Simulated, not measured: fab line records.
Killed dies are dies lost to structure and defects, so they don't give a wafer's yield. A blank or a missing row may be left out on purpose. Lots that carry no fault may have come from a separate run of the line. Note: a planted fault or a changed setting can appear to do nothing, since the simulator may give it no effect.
Chamber matching + flow n5Finfet + rieDiel-02 running N5_BEOL_M0_CUTY_ETCH_62: 4 sister chambers
The step etches SiARC in CF4, time 58.5 s. 20 wafers are shown with their chamber, then 10 later ones without.

## EACH WAFER AND ITS CHAMBER
| wafer  | chamber | drypumpMotorCurrentA (A) | showerheadPlenumPTorr (Torr) | oesProductAu (a.u.) |
|--------|---------|--------------------------|------------------------------|---------------------|
| L075.3 | 2       | 6.7                      | 2.20                         | 0.60                |
| L075.4 | 1       | 5.8                      | 2.26                         | 0.73                |
| L075.6 | 3       | 5.4                      | 2.20                         | 0.59                |
| L076.2 | 3       | 5.4                      | 2.20                         | 0.59                |
| L076.4 | 2       | 6.7                      | 2.20                         | 0.60                |
| L076.6 | 2       | 6.8                      | 2.20                         | 0.60                |
| L077.2 | 0       | 5.9                      | 2.10                         | 0.57                |
| L077.4 | 1       | 5.8                      | 2.26                         | 0.74                |
| L077.6 | 3       | 5.4                      | 2.20                         | 0.59                |
| L079.1 | 2       | 6.8                      | 2.20                         | 0.59                |
| L079.3 | 3       | 5.4                      | 2.19                         | 0.59                |
| L079.5 | 0       | 5.9                      | 2.10                         | 0.58                |
| L084.4 | 1       | 5.8                      | 2.26                         | 0.71                |
| L084.5 | 2       | 6.8                      | 2.20                         | 0.59                |
| L084.6 | 3       | 5.4                      | 2.19                         | 0.59                |
| L088.2 | 1       | 5.8                      | 2.25                         | 0.71                |
| L088.3 | 2       | 6.7                      | 2.20                         | 0.58                |
| L088.6 | 1       | 5.8                      | 2.25                         | 0.71                |
| L089.1 | 2       | 6.8                      | 2.19                         | 0.58                |
| L089.4 | 1       | 5.7                      | 2.25                         | 0.71                |

SIGNATURES, as means of the wafers listed above
| reading               | chamber 0 | chamber 1 | chamber 2 | chamber 3 | scatter within a chamber |
|-----------------------|-----------|-----------|-----------|-----------|--------------------------|
| drypumpMotorCurrentA  | 5.900     | 5.783     | 6.757     | 5.400     | 0.0399                   |
| showerheadPlenumPTorr | 2.1000    | 2.2550    | 2.1986    | 2.1960    | 0.00472                  |
| oesProductAu          | 0.5750    | 0.7183    | 0.5914    | 0.5900    | 0.00942                  |
Rule: a wafer's distance from a chamber is the root of the sum, over the readings, of the square of ((its reading less the chamber's mean) divided by the reading's scatter). If the next closest chamber is less than 2 further off than the closest, the wafer can't be placed; otherwise it belongs to the closest. The scatter: take each reading less its chamber's mean, square it, sum over the shown wafers, divide by the number of wafers less the number of chambers, and take the root.

## WAFERS WHOSE CHAMBER IS MISSING
| wafer  | drypumpMotorCurrentA (A) | showerheadPlenumPTorr (Torr) | oesProductAu (a.u.) |
|--------|--------------------------|------------------------------|---------------------|
| L089.6 | 6.7                      | 2.19                         | 0.58                |
| L092.3 | 5.9                      | 2.10                         | 0.83                |
| L092.5 | 5.8                      | 2.25                         | 0.70                |
| L092.6 | 5.4                      | 2.19                         | 0.84                |
| L094.1 | 5.8                      | 2.25                         | 0.69                |
| L094.2 | 5.9                      | 2.09                         | 0.82                |
| L094.4 | 5.9                      | 2.09                         | 0.81                |
| L095.2 | 5.4                      | 2.18                         | 0.81                |
| L095.4 | 5.9                      | 2.09                         | 0.80                |
| L095.6 | 5.4                      | 2.18                         | 0.80                |

## EACH ONE'S CHAMBER
| wafer  | from the rows above | in truth                   |
|--------|---------------------|----------------------------|
| L089.6 | 2                   | 2                          |
| L092.3 | 0                   | 0                          |
| L092.5 | 1                   | 1                          |
| L092.6 | 1                   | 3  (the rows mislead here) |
| L094.1 | 1                   | 1                          |
| L094.2 | 0                   | 0                          |
| L094.4 | 0                   | 0                          |
| L095.2 | 1                   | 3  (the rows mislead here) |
| L095.4 | 0                   | 0                          |
| L095.6 | 1                   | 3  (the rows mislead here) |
Correct placement for 7 of the 10. Can't be placed from these rows: 0. Placed wrongly: 3.
